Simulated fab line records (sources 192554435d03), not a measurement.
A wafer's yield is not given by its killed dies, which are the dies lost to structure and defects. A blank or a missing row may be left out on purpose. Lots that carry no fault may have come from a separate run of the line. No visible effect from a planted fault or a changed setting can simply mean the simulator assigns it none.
Problem report, 8D (eight disciplines) form, completed by code -- flow n5-finfet -- the parts of the form that need people (team, actions taken, sign-off) are left out

== 1. THE ISSUE ==
Wafers without a fault read 795.1 W, standard deviation 3; rf-fwd-power-W at N5_BEOL_M0_SAQP_MANDREL_ETCH_20 reads a mean of 602.8 W on 6 wafers belonging to 2 lots. Relative to the usual mean, that is a shift of -64 standard deviations.
The step: etches a-Si in HBr/Cl2, stops on SiNx, target depth 60 nm, bt time 10 s, time 30 s.
Seen first at day 6 23:36 on rie-si-05, wafer L556.1. The record holds 17 wafers of 6 lots with a number at this step. Rule for "out", or "out of limits": more than 4 standard deviations from the usual mean. Any other wafer with a number is counted as sound.

== 2. WHAT IT IS, WHAT IT ISN'T ==
question,is,is not
which readings at this step,rf-fwd-power-W,"drypump-motor-current-A, oes-product-au, throttle-valve-pct"
which lots,"L556, L559","L551, L553, L565, L569"
which wafers of those lots,all that have a number,-
read on which tools,rie-si-05,rie-si-06
when,from day 6 23:36,"up to then (6 sound wafers); but 5 sound wafers of L565, L569 came after"

== 3. THE SUSPECTS, EACH WITH WHAT RULES IT OUT ==
Counting: a tool at any process step up to the reading remains a suspect when it ran all the lots that are out and ran no sound lot after the first of those.
- rie-si-05 at N5_BEOL_M0_SAQP_MANDREL_ETCH_20 (etches a-Si in HBr/Cl2, stops on SiNx, target depth 60 nm, bt time 10 s, time 30 s): kept. It processed each lot that is out, first L556 at day 6 23:36, and no sound lot thereafter; up to then, the last sound lot it processed was L553 at day 6 19:19. Out on those wafers are its own readings of rf-fwd-power-W.
After counting, what remains is rie-si-05 at N5_BEOL_M0_SAQP_MANDREL_ETCH_20.

== 4. THE CAUSE (what the simulator had put in) ==
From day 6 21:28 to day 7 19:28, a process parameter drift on rie-si-05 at N5_BEOL_M0_SAQP_MANDREL_ETCH_20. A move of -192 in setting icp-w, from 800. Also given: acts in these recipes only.
The count eliminated every tool but this one.

== 5. THE CHAIN OF EFFECTS, in route order ==
Rows list readings where the struck wafers' mean (over those with a number) sits beyond 3 standard deviations from the usual. Only readings whose record carries a usual standard deviation are examined. hours: median over the lots of the time between each lot's start at the first step of this table that gives one and its start at this step. sigmas: the change, counted in usual standard deviations.
hours,step,reading,usual,on struck wafers,change,sigmas
0,N5_BEOL_M0_SAQP_MANDREL_ETCH_20,rf-fwd-power-W,795.1 W,602.8,-192.3,-64
Here are the process steps it includes:
- N5_BEOL_M0_SAQP_MANDREL_ETCH_20: etches a-Si in HBr/Cl2, stops on SiNx, target depth 60 nm, bt time 10 s, time 30 s.
Later steps that measure or inspect, where all struck wafers having a row at the step show a number for every such reading and not one has moved that far: N5_BEOL_M4_RC_MEAS_101.

== 6. WHAT WOULD HAVE CAUGHT IT SOONER ==
2 hours passed between the start of the fault at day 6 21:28 and the first reading out of limits in this record, taken at day 6 23:36.
